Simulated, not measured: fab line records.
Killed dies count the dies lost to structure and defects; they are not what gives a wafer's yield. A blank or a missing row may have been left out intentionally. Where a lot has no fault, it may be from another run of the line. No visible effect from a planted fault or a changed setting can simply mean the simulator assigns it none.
A struck lot beside a sound one || flow n5-finfet || 37 out of 1938 route steps
Sound: wafers L981.1, L981.3, L981.4. Struck: wafer L991.2 (left out: L991.1, L991.4 of the same lot, which were not struck); the cause appears at the end.
Order at every step that has rows: each side's tool, ch and its chambers, its first start. Under that, the readings that differ: sound wafers || struck wafers || difference of the means || sigmas: that difference in standard deviations of wafers without a fault.
alike: readings with means less than 2 such deviations apart, plus words and numbers identical on both sides. not compared: withheld readings, readings lacking a value on some wafer, bounds such as >300 that could conceal the same value, and numbers that have no deviation in the record and whose values overlap.
The two part at a step that has a row with sigmas, a row that says differs or no value, or rows on one side only. Numbers that don't overlap but have no deviation are shown without sigmas and don't part them. A reading missing from all wafers of one side parts the sides only when that side holds two or more wafers.

first, 9 steps without rows for these wafers: N5_BEOL_M11_PEB_26 (peb time 60 s); N5_BEOL_M11_DEVELOP_27 (develop time 30 s); N5_BEOL_M11_DESCUM_33 (chemistry O2, time 7.9 s); N5_BEOL_M11_ETCH_65 (etches SiARC in CF4, target depth 39 nm, time 65 s); N5_BEOL_M11_ETCH_66 (etches SOC in N2/H2, target depth 120 nm, overetch 24 nm, time 180 s); N5_BEOL_M11_STRIP_69 (strips in N2/H2); N5_BEOL_M11_VIA_ETCH_34 (etches SiCOH lowk in C4F6/O2, target depth 184.5 nm, time 69.2 s); N5_BEOL_M11_STRIP_73 (strips in C4F6/O2); N5_BEOL_M11_STRIP_36 (strips in N2/H2).
N5_BEOL_M11_TRENCH_ETCH_37: etches SiCOH lowk in C4F6/O2, target depth 148.83 nm, time 48 s.
  sound on rie-diel-01 ch 1,2,3, day 11 04:14; struck on rie-diel-01 ch 0, day 13 12:31
{"reading": "rf-hours-counter-h (h)", "sound": "31 231 209", "struck": 245, "difference": "+88", "sigmas": ""}
{"reading": "model.etch.depth-nm (nm)", "sound": "154.6 145.8 151", "struck": 127.9, "difference": -22.6, "sigmas": ""}
{"reading": "model.BEOL_M11.feature-depth-nm (nm)", "sound": "154.6 145.8 151", "struck": 128, "difference": -22, "sigmas": ""}
  alike: chamber-pressure-mTorr, drypump-motor-current-A, oes_ar_750_au, oes-product-au, rf-vpp-V, showerhead-plenum-p-Torr, throttle-valve-pct
then, 2 steps without rows for these wafers: N5_BEOL_M11_ETCH_41 (etches SiCN in CH3F/O2, target depth 42.6 nm, time 86 s); N5_BEOL_M11_STRIP_77 (strips in N2/H2, time 10 s).
N5_BEOL_M11_OCD_MEAS_38:
  sound on ocd-02 at day 11 04:25; struck on ocd-02 at day 13 12:41
{"reading": "trench-depth-nm (nm)", "sound": "155 146 151", "struck": 128, "difference": -23, "sigmas": -7}
then, 13 steps without rows for these wafers: N5_BEOL_M11_HM_STRIP_39 (strips TiN in peroxide tin strip, target depth 25 nm, time 158 s); N5_BEOL_M11_SRD_40 (time 30 s); N5_BEOL_M11_PRECLEAN_42 (cleans in residue remover, time 60 s); N5_BEOL_M11_SRD_43 (time 30 s); N5_BEOL_M11_CURE_72 (cures SiCOH lowk, time 120 s); N5_BEOL_M11_DEGAS_44 (time 60 s); N5_BEOL_M11_PRE_CLEAN_45 (time 30 s); N5_BEOL_M11_ALD_74 (deposits TaN, target thk 2 nm, pulse time 2 s, purge time 3 s); N5_BEOL_M11_SURFACE_TREAT_76; N5_BEOL_M11_CVD_75 (deposits Co from CCTBA/H2, target thk 2 nm, time 138.9 s); N5_BEOL_M11_SPUTTER_48 (material Cu, target thk 12 nm, time 2 s); N5_BEOL_M11_ECD_50 (material Cu, target thk 318 nm); N5_BEOL_M11_ANNEAL_51 (time 90 s).
N5_BEOL_M11_CMP_52: polishes, stops on SiCOH lowk, t overpolish 7 s, target thk 140 nm.
  sound on cmp-04 ch 0,1,2, day 11 06:48; struck on cmp-03 ch 2, day 13 14:40
{"reading": "barrier-field-endpoint-s (s)", "sound": "27.0 28.0 27.7", "struck": 29.2, "difference": "+1.6", "sigmas": "+2"}
{"reading": "model.Cu_of_BEOL_M11_ECD_50.thk-nm (nm)", "sound": "144.4 134.8 142", "struck": 119.4, "difference": -21.0, "sigmas": ""}
  alike: motor-current-A, overpolish-run-s, slurry-flow-ml-min, time-to-endpoint-s
N5_BEOL_M11_THK_MEAS_53: measures by xrf.
  sound on film-metro-01 at day 11 07:05; struck on film-metro-02 at day 13 14:58
{"reading": "M11_THK (nm)", "sound": "141 131 139", "struck": 119, "difference": -18, "sigmas": -5}
then, 2 steps without rows for these wafers: N5_BEOL_M11_PRE_CLEAN_55 (time 15 s); N5_BEOL_M11_DEP_56 (deposits SiCN from 3MS/NH3, target thk 30 nm, time 10.5 s).
N5_BEOL_M11_RS_MEAS_57: uses a four-point probe to measure.
  sound on film-metro-01 at day 11 07:13; struck on film-metro-01 at day 13 15:05
{"reading": "M11_RS (ohm/sq)", "sound": "0.146 0.157 0.149", "struck": 0.180, "difference": "+0.029", "sigmas": "+7"}
then, 5 steps without rows for these wafers: N5_BEOL_M12_ILD_DEP_00 (deposits SiOC from DEMS/O2, target thk 658.92 nm, time 130.7 s); N5_BEOL_M12_COAT_58 (time 60 s, resist thk 89 nm); N5_BEOL_M12_COAT_04 (resist thk 400 nm); N5_BEOL_M12_EBR_06; N5_BEOL_M12_SOFTBAKE_05 (time 60 s).
N5_BEOL_M15_RC_MEAS_101:
  sound on prober-02 ch 0, day 12 07:43; struck on prober-02 ch 0, day 15 00:50
{"reading": "COMB_M7 (S/m)", "sound": "2.1e-11 2e-11 2.4e-11", "struck": 3.3e-11, "difference": "+1.1e-11", "sigmas": "+2"}
{"reading": "COMB_M9 (S/m)", "sound": "9e-12 9e-12 1.1e-11", "struck": 2.3e-11, "difference": "+1.3e-11", "sigmas": "+4"}
{"reading": "SERP_M10 (ohm/um)", "sound": "3.06 3.11 3.16", "struck": 2.97, "difference": -0.14, "sigmas": -2}
{"reading": "SERP_M11 (ohm/um)", "sound": "2.88 3.16 2.94", "struck": 3.71, "difference": "+0.72", "sigmas": "+7"}
{"reading": "SERP_M11_max_site (ohm/um)", "sound": "2.98 3.26 3.02", "struck": 3.83, "difference": "+0.74", "sigmas": "+7"}
{"reading": "SERP_M12 (ohm/um)", "sound": "0.628 0.623 0.635", "struck": 0.590, "difference": -0.039, "sigmas": -3}
{"reading": "SERP_M14 (ohm/um)", "sound": "0.158 0.163 0.163", "struck": 0.153, "difference": -0.008, "sigmas": -2}
{"reading": "SERP_M14_max_site (ohm/um)", "sound": "0.159 0.166 0.164", "struck": 0.155, "difference": -0.008, "sigmas": -2}
  alike: COMB_M10, COMB_M10_max_site, COMB_M11, COMB_M12, COMB_M13, COMB_M14, COMB_M15, COMB_M5, COMB_M6, COMB_M8, SERP_M13, SERP_M5, SERP_M6, SERP_M7, SERP_M8, SERP_M9

## WHERE THEY PART
Last at N5_BEOL_M15_RC_MEAS_101 as far as this record goes, first at N5_BEOL_M11_OCD_MEAS_38.

WHY: the cause the simulator had injected
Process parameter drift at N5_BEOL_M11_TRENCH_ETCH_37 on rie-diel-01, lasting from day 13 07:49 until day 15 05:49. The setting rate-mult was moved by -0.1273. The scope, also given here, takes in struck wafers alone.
